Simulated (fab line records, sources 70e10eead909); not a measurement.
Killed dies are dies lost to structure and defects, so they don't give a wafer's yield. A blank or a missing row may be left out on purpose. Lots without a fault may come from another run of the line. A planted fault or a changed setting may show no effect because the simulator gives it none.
Chamber matching | flow nand_harc | NHARC_P_GATE_ALD_36 on ald_sin-04: 4 sister chambers
The step deposits SiNx, target thk 20 nm, pulse time 60 s, ald cycles 223. 8 wafers are shown with their chamber, then 8 later ones without.

WAFERS WITH THEIR CHAMBER
wafer  | chamber | heater_power_w (W) | precursor_pulse_height_rel
L082.3 | 3       | 762                | 1.001
L085.2 | 0       | 669                | 1.004
L085.4 | 1       | 890                | 1.026
L085.1 | 2       | 863                | 0.999
L087.1 | 2       | 843                | 0.982
L087.5 | 3       | 775                | 0.987
L087.6 | 0       | 666                | 1.025
L091.4 | 1       | 893                | 0.969

WAFERS WITHOUT THEIR CHAMBER
wafer  | heater_power_w (W) | precursor_pulse_height_rel
L091.2 | 882                | 1.021
L091.5 | 889                | 0.986
L094.3 | 780                | 1.007
L094.4 | 668                | 0.989
L094.5 | 788                | 0.996
L097.4 | 897                | 0.951
L097.5 | 651                | 1.008
L097.6 | 926                | 1.007

WHICH CHAMBER EACH WENT THROUGH
wafer  | from the rows above | in truth
L091.2 | 1                   | 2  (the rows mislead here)
L091.5 | 1                   | 1
L094.3 | 3                   | 3
L094.4 | 0                   | 0
L094.5 | 3                   | 3
L097.4 | 1                   | 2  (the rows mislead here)
L097.5 | 0                   | 0
L097.6 | 1                   | 1
Placed correctly: 6 of 8. Can't be placed from these rows: 0. Placed wrongly: 2.
How it was worked out, from the rows above alone: a wafer's distance from a chamber is the root of the sum, over the readings, of the square of ((its reading less the chamber's mean) divided by the reading's scatter). The wafer belongs to the nearest chamber; if the next one is less than 2 further off, it can't be placed. A chamber's mean is the mean of its shown wafers. The scatter: the root of (the sum of the squares of (reading less its chamber's mean) over the shown wafers, divided by (wafers less chambers)).
